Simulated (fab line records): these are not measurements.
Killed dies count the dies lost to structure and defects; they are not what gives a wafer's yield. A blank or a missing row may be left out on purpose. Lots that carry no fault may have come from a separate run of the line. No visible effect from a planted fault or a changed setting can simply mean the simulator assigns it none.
fab line records	flow n5-finfet
[record] lots = 8	wafers = 24	last-day = 19
route steps=1938 shown SD_EPI_N@282 SD_EPI_P@307 SD_ACTIVATION@332 BEOL_M4@1111 PASSIVATION@1936
lots with no fault: from the same line, run without faults
start-h: the number of hours between the record's first day and the start of the first shown wafer of the lot	wait-h: time in hours since the lot's previous step	" unchanged from the row above	L1.1+2: a single row standing in for several wafers	- no value, or no start given	* or withheld: withheld	< > ~ a bound
route shown NAME@n: NAME is a module with steps in the file, n the number in the route of the first one	usual: mean/standard deviation of fault-free wafers	same: alike in all rows	chamber/n: place in a boat	sites: the reading at each site	_std_site: the standard deviation of these	_edge_site: mean of outer sites minus mean of inner sites	radius-mm: for every site, how far away it sits from the centre of the wafer	mask NAME#n: copy n	behind: tool/chamber where the wafer was last shaped	hold: why the lot went on hold/how many hours it stayed there/how the hold came to an end	device: which transistor (n, p or np) failed to switch	end of line: the tests these same wafers got at the end of their route	for a step that has no rows: nothing shown but its recipe	killed: at the first sort, the dies lost to defects and structure; wafer yield is something else	map: per-die view of a wafer (x killed, . not killed, _ where there is no die)
set.NAME: the setting that was run; set.NAME@STEP: the one run at that earlier step	model.NAME: the simulator's own value behind a step, which no gauge read
steps of the route over a sample of lots; a table a step, a row a wafer
services: a tool's chamber out of use, with start hour (start-h, from the record's first day; less than 0 if before it), hours out, and reason
[[steps]]
[step N5_SD_EPI_N_STRIP_38]
[recipe] chemistry = N2/H2	power-w = 1000	temp-c = 250	h2-frac = 0.65	overash-fraction = 0.3	pressure-mtorr = withheld	n2-flow-sccm = 1750	h2-flow-sccm = 3250
[usual] drypump-motor-current-A = 5.55/0.2	heater-power-w = 321/39	oes-product-au = 0.761/0.0098
lot.wafer	tool	chamber	start-h	wait-h	drypump-motor-current-A	heater-power-w	oes-product-au	rf-hours-counter-h
L902.3	plasma-asher-01	0	50.88	0.1	5.28	278	0.749	-
L902.4	"	1	"	"	5.52	369	0.775	-
L902.6	"	1	"	"	5.55	383	0.770	-
L903.1	plasma-asher-02	0	54.50	0.1	5.63	312	0.765	32
L903.3	"	1	"	"	5.83	311	0.759	-
L903.6	"	0	"	"	5.66	323	0.767	-
L906.2	plasma-asher-01	0	78.96	0.1	5.30	280	0.767	97
L906.4	"	0	"	"	5.28	282	0.765	-
L906.6	"	0	"	"	5.27	279	0.741	-
L915.2	plasma-asher-01	1	126.84	0.3	5.56	365	0.768	105
L915.3	"	1	"	"	5.53	377	0.756	-
L915.5	"	1	"	"	5.55	377	0.777	-
L916.3	plasma-asher-01	1	132.51	0.1	5.53	373	0.758	-
L916.5	"	0	"	"	5.32	277	0.756	-
L916.6	"	1	"	"	5.49	371	0.751	-
L918.2	plasma-asher-01	1	143.92	0.1	5.52	378	0.761	109
L918.4	"	0	"	"	5.29	271	0.760	-
L918.5	"	0	"	"	5.30	275	0.752	-
L921.1	plasma-asher-01	1	162.17	0.1	5.52	383	0.754	113
L921.5	"	0	"	"	5.31	274	0.762	-
L921.6	"	1	"	"	5.52	385	0.773	-
L922.2	plasma-asher-02	1	173.96	0.1	5.84	304	0.759	52
L922.3	"	1	"	"	5.84	313	0.757	-
L922.4	"	0	"	"	5.66	316	0.752	-
[step N5_SD_EPI_N_EPI_21]
[recipe] material = Si:P	dopant = P	temp-c = 680	pressure-torr = 255	time-s = 690
[usual] chamber-pressure-Torr = 255.0/0.58
lot.wafer	tool	chamber	start-h	wait-h	chamber-pressure-Torr
L902.3	epi-rpcvd-01	0	52.31	0.7	255.8
L902.4	"	0	"	"	254.9
L902.6	"	0	"	"	255.9
L903.1	epi-rpcvd-04	0	55.40	0.1	254.2
L903.3	"	0	"	"	254.3
L903.6	"	0	"	"	254.5
L906.2	epi-rpcvd-04	0	80.16	0.4	254.4
L906.4	"	0	"	"	254.5
L906.6	"	0	"	"	255.4
L915.2	epi-rpcvd-01	0	128.01	0.4	202.7
L915.3	"	0	"	"	202.9
L915.5	"	0	"	"	203.2
L916.3	epi-rpcvd-01	0	133.95	0.7	201.4
L916.5	"	0	"	"	202.6
L916.6	"	0	"	"	203.1
L918.2	epi-rpcvd-03	0	145.36	0.5	255.3
L918.4	"	0	"	"	255.8
L918.5	"	0	"	"	255.3
L921.1	epi-rpcvd-03	0	163.30	0.1	255.2
L921.5	"	0	164.42	1.1	254.6
L921.6	"	0	"	"	254.1
L922.2	epi-rpcvd-04	0	175.41	0.5	255.9
L922.3	"	0	"	"	255.1
L922.4	"	0	"	"	255.1
[step N5_SD_EPI_N_EPI_MEAS_23]
[recipe] mode = xrd
[usual] thk-nm = 58.9/1
lot.wafer	tool	chamber	start-h	wait-h	thk-nm
L902.3	film-metro-02	-	53.47	0.9	59.9
L902.4	"	-	"	"	58.6
L902.6	"	-	"	"	59.6
L903.1	film-metro-02	-	57.11	1.4	58.5
L903.3	"	-	"	"	57.9
L903.6	"	-	"	"	59.5
L906.2	film-metro-01	-	81.60	1.2	58.6
L906.4	"	-	"	"	58.6
L906.6	"	-	"	"	58.9
L915.2	film-metro-01	-	129.44	1.2	53.5
L915.3	"	-	"	"	54.0
L915.5	"	-	"	"	52.9
L916.3	film-metro-02	-	135.11	0.9	51.5
L916.5	"	-	"	"	53.1
L916.6	"	-	"	"	53.9
L918.2	film-metro-01	-	147.27	1.5	58.7
L918.4	"	-	"	"	58.4
L918.5	"	-	"	"	58.7
L921.1	film-metro-02	-	165.01	1.4	58.3
L921.5	"	-	"	"	56.9
L921.6	"	-	"	"	58.8
L922.2	film-metro-02	-	177.31	1.5	59.6
L922.3	"	-	"	"	59.6
L922.4	"	-	"	"	58.7
[step N5_SD_EPI_N_LINER_46]
[recipe] material = SiNx	target-thk-a = 30	temp-c = 400	ald-precursor-family = SiH2I2	ald-co-reactant = N2/H2-plasma	pressure-torr = 2
[usual] heater-power-w = 810/84
lot.wafer	tool	chamber	start-h	wait-h	heater-power-w
L902.3	ald-sin-04	0	53.89	0.2	836
L902.4	"	1	"	"	740
L902.6	"	3	"	"	804
L903.1	ald-sin-03	3	57.57	0.2	830
L903.3	"	0	"	"	622
L903.6	"	3	"	"	827
L906.2	ald-sin-04	2	81.91	0.1	797
L906.4	"	1	"	"	727
L906.6	"	1	"	"	706
L915.2	ald-sin-04	1	129.75	0.1	722
L915.3	"	2	"	"	820
L915.5	"	0	"	"	804
L916.3	ald-sin-01	2	135.60	0.3	775
L916.5	"	3	"	"	776
L916.6	"	0	"	"	834
L918.2	ald-sin-01	1	148.09	0.7	1001
L918.4	"	3	"	"	774
L918.5	"	0	"	"	865
L921.1	ald-sin-03	1	165.35	0.2	901
L921.5	"	0	"	"	638
L921.6	"	1	"	"	905
L922.2	ald-sin-03	0	177.65	0.1	640
L922.3	"	3	"	"	830
L922.4	"	2	"	"	970
[step N5_SD_EPI_P_ETCH_36]
[recipe] chemistry = CF4	target = SiARC	target-depth-a = 455	mask-material = CAR-ArF-block	time-s = 75.8	ion-energy-ev = 80	pressure-mtorr = 40	source-w = 545	bias-w = 36	Ar_flow_sccm = 100	cf4-flow-sccm = 100	ends = cleared
[usual] bias-w = 36.01/0.096	cf4-flow-sccm = 100.0/0.31	drypump-motor-current-A = 5.7/0.36	etch-rf-on-time-s = 74.3/2.5	oes-product-au = 0.70/0.082	rf-vpp-V = 184.4/1.3	showerhead-plenum-p-Torr = 2.17/0.076	throttle-valve-pct = 15.51/0.25
lot.wafer	tool	chamber	start-h	wait-h	bias-w	cf4-flow-sccm	drypump-motor-current-A	etch-rf-on-time-s	oes-product-au	rf-hours-counter-h	rf-vpp-V	showerhead-plenum-p-Torr	throttle-valve-pct
L902.3	rie-diel-06	3	54.54	0.0	36.06	100.2	5.4	76.7	0.83	1	184.0	2.11	15.45
L902.4	"	1	"	"	35.85	100.6	5.5	75.3	0.61	-	184.9	2.18	15.56
L902.6	"	0	"	"	35.98	99.4	6.3	72.7	0.72	-	184.1	2.16	15.29
L903.1	rie-diel-06	1	59.71	0.0	35.89	100.4	5.5	76.7	0.60	197	184.9	2.18	15.57
L903.3	"	0	"	"	36.15	100.0	6.2	74.2	0.71	59	183.7	2.16	15.29
L903.6	"	3	"	"	35.95	100.3	5.4	76.2	0.83	-	182.0	2.11	15.46
L906.2	rie-diel-03	2	82.69	0.0	35.91	99.8	6.3	74.7	0.77	40	184.5	2.25	15.28
L906.4	"	3	"	"	36.06	99.6	5.2	74.4	0.83	9	185.9	2.29	15.44
L906.6	"	1	"	"	36.10	100.0	5.8	75.4	0.62	-	186.4	2.19	15.99
L915.2	rie-diel-03	0	130.52	0.0	36.03	100.4	6.1	68.4	0.73	103	184.9	2.14	15.19
L915.3	"	2	"	"	36.15	99.7	6.3	72.9	0.76	48	185.9	2.24	15.31
L915.5	"	1	"	"	35.97	99.8	5.8	74.5	0.61	-	182.9	2.19	16.00
L916.3	rie-diel-02	3	136.25	0.0	35.94	100.6	5.9	76.7	0.64	158	185.5	2.20	15.47
L916.5	"	0	"	"	35.84	100.2	5.8	78.0	0.57	-	185.4	2.13	15.91
L916.6	"	1	"	"	36.10	100.3	5.4	74.6	0.68	-	183.3	2.09	15.47
L918.2	rie-diel-03	1	148.86	0.0	36.07	99.8	5.8	73.9	0.62	208	184.8	2.19	16.01
L918.4	"	0	"	"	36.03	100.1	6.1	67.2	0.73	105	183.8	2.14	15.20
L918.5	"	0	"	"	36.02	100.4	6.2	68.4	0.73	-	184.1	2.14	15.21
L921.1	rie-diel-03	2	166.12	0.0	35.99	100.2	6.2	72.7	0.76	54	186.0	2.24	15.32
L921.5	"	1	"	"	35.87	99.5	5.8	73.1	0.61	-	184.7	2.19	16.02
L921.6	"	2	"	"	36.04	99.8	6.3	72.7	0.77	-	185.6	2.24	15.31
L922.2	rie-diel-03	0	178.45	0.0	36.10	100.1	6.2	67.7	0.73	112	184.1	2.14	15.20
L922.3	"	3	"	"	36.06	99.6	5.2	74.5	0.79	27	186.1	2.28	15.46
L922.4	"	1	"	"	35.97	100.4	5.8	73.5	0.61	215	185.1	2.19	16.04
[step N5_SD_ACTIVATION_RS_MEAS_03]
[recipe] thk-meas-gauge = four-point-probe
[usual] RS_SD_N = 21.90/0.25	RS_SD_P = 56.2/1.1
lot.wafer	tool	chamber	start-h	wait-h	RS_SD_N[ohm/sq]	RS_SD_P[ohm/sq]
L902.3	film-metro-02	-	59.54	0.2	21.85	56.0
L902.4	"	-	"	"	21.77	56.1
L902.6	"	-	"	"	21.52	55.8
L903.1	film-metro-02	-	63.82	0.2	21.67	55.9
L903.3	"	-	"	"	21.91	57.1
L903.6	"	-	"	"	21.81	56.9
L906.2	film-metro-02	-	87.67	0.2	21.62	55.3
L906.4	"	-	"	"	21.59	55.7
L906.6	"	-	"	"	21.61	55.8
L915.2	film-metro-02	-	135.66	0.2	24.45	56.5
L915.3	"	-	"	"	24.01	57.4
L915.5	"	-	"	"	24.11	56.8
L916.3	film-metro-01	-	140.40	0.2	24.48	53.6
L916.5	"	-	"	"	24.67	54.5
L916.6	"	-	"	"	24.64	53.6
L918.2	film-metro-01	-	152.99	0.2	21.99	56.6
L918.4	"	-	"	"	21.79	55.7
L918.5	"	-	"	"	21.79	56.2
L921.1	film-metro-02	-	170.25	0.2	21.54	55.0
L921.5	"	-	"	"	22.00	55.5
L921.6	"	-	"	"	21.34	54.9
L922.2	film-metro-02	-	182.68	0.2	21.86	56.2
L922.3	"	-	"	"	21.69	56.5
L922.4	"	-	"	"	21.61	56.9
[step N5_BEOL_M4_RC_MEAS_101]
[usual] DIBL_N = 37.1/2.6	DIBL_P = 38/3	IOFF_N = 0.18/0.052	IOFF_P = 0.25/0.06	ION_N = 678/15	ION_P = 467/8.6	REXT_N = 75.8/2	RS_SD_N = 28.4/0.36	SS_N = 71.7/0.73	SS_P = 73.7/0.89	VT_N = 249/4.3	VT_P = -248/3.8
lot.wafer	tool	chamber	start-h	wait-h	DIBL_N[mV/V]	DIBL_P[mV/V]	IOFF_N[nA/um]	IOFF_P[nA/um]	ION_N[uA/um]	ION_P[uA/um]	REXT_N[ohm.um]	RS_SD_N[ohm/sq]	SS_N[mV/dec]	SS_P[mV/dec]	VT_N[mV]	VT_P[mV]
L903.1	prober-02	0	228.07	0.0	34.6	36	0.13	0.18	657	448	77.7	28.3	70.1	72.9	253	-255
L903.3	"	0	"	"	40.1	42	0.26	0.29	688	468	76.2	28.3	72.2	74.8	242	-245
L903.6	"	0	"	"	36.5	38	0.17	0.22	667	459	75.4	28.0	72.0	72.7	249	-251
L902.3	prober-01	0	231.10	0.3	33.4	34	0.13	0.20	648	455	78.2	28.6	72.0	72.2	254	-247
L902.4	"	0	"	"	32.1	32	0.12	0.16	659	458	76.6	28.5	70.9	71.6	253	-252
L902.6	"	0	"	"	32.3	33	0.10	0.17	648	454	76.4	28.2	70.4	71.5	260	-251
L906.2	prober-02	0	282.47	0.2	40.6	39	0.20	0.30	661	466	75.1	28.1	73.0	74.1	248	-244
L906.4	"	0	"	"	38.6	38	0.19	0.30	674	477	77.0	28.2	71.6	74.0	247	-243
L906.6	"	0	"	"	39.5	37	0.19	0.26	692	475	74.4	28.1	71.4	73.9	248	-247
L916.3	prober-02	0	316.35	0.3	38.2	40	0.21	0.28	701	479	80.3	32.0	72.1	73.7	248	-248
L916.5	"	0	"	"	38.0	39	0.20	0.25	677	465	82.0	32.2	71.7	73.8	249	-250
L916.6	"	0	"	"	38.2	41	0.20	0.30	675	471	84.8	32.0	72.6	74.4	248	-246
L915.2	prober-02	0	323.27	0.2	36.3	36	0.14	0.20	674	466	82.6	31.8	71.5	73.5	254	-252
L915.3	"	0	"	"	32.5	31	0.10	0.17	656	463	81.8	31.2	70.3	72.9	258	-253
L915.5	"	0	"	"	34.7	33	0.12	0.17	655	455	82.1	31.6	71.4	72.6	258	-254
L918.2	prober-01	0	342.59	0.2	38.9	39	0.21	0.29	685	470	74.8	28.6	72.4	73.9	247	-243
L918.4	"	0	"	"	38.1	40	0.19	0.34	683	478	76.7	28.1	72.1	73.0	246	-242
L918.5	"	0	"	"	40.2	41	0.25	0.35	692	478	75.0	28.1	72.4	74.0	243	-241
L921.1	prober-01	0	348.65	0.0	35.4	38	0.15	0.20	669	457	73.7	28.2	71.1	73.4	253	-252
L921.5	"	0	"	"	36.7	39	0.18	0.22	688	465	72.9	28.7	71.8	73.7	246	-252
L921.6	"	0	"	"	35.1	38	0.15	0.21	669	460	73.0	27.9	71.3	73.4	251	-251
L922.2	prober-02	0	351.22	0.2	38.0	38	0.18	0.25	675	464	72.8	28.2	72.1	73.6	250	-248
L922.3	"	0	"	"	33.1	34	0.10	0.17	655	458	75.2	28.1	70.9	73.0	258	-255
L922.4	"	0	"	"	35.1	35	0.13	0.18	666	455	73.8	28.4	71.4	73.5	253	-253
[step N5_PASSIVATION_PROBE_49]
[usual] defect-limited-yield = 91.4/1.4	killed_at_M0_to_M3 = 34/9.1	killed_at_M4_up = 14/5.2	killed-at-contacts = 12/6.4	killed-at-front-end = 38/11	killed-at-other = 3.7/2.8	killed-dies = 102/17	killed-on-rim = 14/3.9	killed-open = 68/13	killed-short = 32/7.8	sort_bin_5_function = 5.1/1	sort_bin_6_memory = 3.2/0.66	sort-n-pass = 1076/19	sort-yield-pct = 91.2/1.6
[same] gross-dies = 1180	killed-at-back-side = 0	sort_bin_4_leakage[%] = 0	sort_bin_8_speed[%] = 0
lot.wafer	tool	chamber	start-h	wait-h	defect-limited-yield[%]	killed_at_M0_to_M3	killed_at_M4_up	killed-at-contacts	killed-at-front-end	killed-at-other	killed-dies	killed-on-rim	killed-open	killed-short	sort_bin_5_function[%]	sort_bin_6_memory[%]	sort-n-pass	sort-yield-pct[%]
L915.2	prober-02	-	432.09	0.1	92.2	45	8	5	32	2	92	13	60	31	3.7	3.2	1088	92.2
L915.3	prober-02	-	432.14	0.1	90.4	45	17	9	34	8	113	16	70	38	5.9	3.5	1067	90.4
L915.5	prober-02	-	432.24	0.2	93.1	33	8	7	26	8	82	9	49	28	4.2	2.5	1098	93.1
// killed by level:class
L915.2 BEOL_M0_SAQP:geometric-particle:open=17 BEOL_M2:geometric-particle:open=9 STI_FIN_REVEAL:geometric-particle:short=8 DUMMY_GATE:geometric-particle:open=8 BEOL_M0_SAQP:geometric-particle:short=8 STI_FIN_REVEAL:geometric-particle:open=5 BEOL_M3:geometric-particle:open=5 MOL_CONTACT_COAG:geometric-particle:open=4
L915.3 BEOL_M2:geometric-particle:open=17 FIN_SAQP:geometric-particle:short=14 BEOL_M0_SAQP:geometric-particle:open=9 MOL_CONTACT_COAG:geometric-particle:open=8 GATE_CUT:geometric-particle:short=7 BEOL_M1:geometric-particle:open=7 BEOL_M4:geometric-particle:open=5 BEOL_M0_SAQP:geometric-particle:short=4
L915.5 BEOL_M2:geometric-particle:open=9 BEOL_M0_SAQP:geometric-particle:short=9 DUMMY_GATE:geometric-particle:open=7 BEOL_M0_SAQP:geometric-particle:open=7 MOL_CONTACT_COAG:geometric-particle:open=5 FIN_SAQP:geometric-particle:short=3 STI_FIN_REVEAL:geometric-particle:short=3 BEOL_M3:geometric-particle:open=3
[[services]]
tool	chamber	start-h	hours	kind
rie-diel-03	3	33.05	-	clean
rie-diel-03	3	33.05	-	consumable-replace:focus-ring
rie-diel-03	3	33.05	-	consumable-replace:showerhead
rie-diel-03	3	33.05	25.3	scheduled-down
rie-diel-03	3	33.05	25.3	vent-cycle
rie-diel-03	1	42.31	1.9	repair
ald-sin-03	1	49.39	-	calibration
epi-rpcvd-04	-	57.62	6.0	pm
rie-diel-02	0	58.65	9.9	repair
epi-rpcvd-01	-	62.94	6.0	pm
epi-rpcvd-01	-	68.94	2.8	pm
ald-sin-01	-	84.30	2.7	repair
ald-sin-04	-	85.52	14.0	pm
ald-sin-04	0	85.52	14.0	vent-cycle
ald-sin-04	1	85.52	14.0	vent-cycle
ald-sin-04	2	85.52	14.0	vent-cycle
epi-rpcvd-03	-	87.00	6.0	pm
ald-sin-01	2	103.47	10.7	repair
rie-diel-06	-	105.21	0.6	repair
plasma-asher-01	-	106.04	2.8	pm
plasma-asher-02	-	115.22	13.2	repair
rie-diel-02	1	124.87	2.3	repair
ald-sin-04	2	143.47	6.2	repair
epi-rpcvd-04	-	165.99	0.5	pm
[[key]]
[first-sign] step = N5_SD_EPI_N_EPI_21	reading = chamber-pressure-Torr	direction = down	sigmas = 91	usual = 255.0	struck = 202.7
[effect] step = N5_SD_EPI_N_EPI_MEAS_23	reading = thk-nm	direction = down	sigmas = 5.5	usual = *	struck = *
[effect] step = N5_SD_ACTIVATION_RS_MEAS_03	reading = RS_SD_N	direction = up	sigmas = 9.9	usual = 21.90	struck = 24.39
[effect] step = N5_BEOL_M4_RC_MEAS_101	reading = RS_SD_N	direction = up	sigmas = 9.3	usual = 28.4	struck = 31.8
[effect] step = N5_BEOL_M4_RC_MEAS_101	reading = REXT_N	direction = up	sigmas = 3.3	usual = 75.8	struck = 82.3
met-at N5_SD_EPI_N_EPI_21
struck-lots L915,L916
not-acting-at N5_SD_EPI_N_STRIP_38,N5_SD_EPI_N_LINER_46,N5_SD_EPI_P_ETCH_36
onset-between 52.31 128.01
[fault] kind = process-parameter-drift	tool = epi-rpcvd-01	chamber = -	onset-h = 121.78	steps = N5_SD_EPI_N_EPI_21	channel = pressure-torr	offset = -52.029	shape = step	end-h = 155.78	acts-in = these-recipes-only	stated = 255
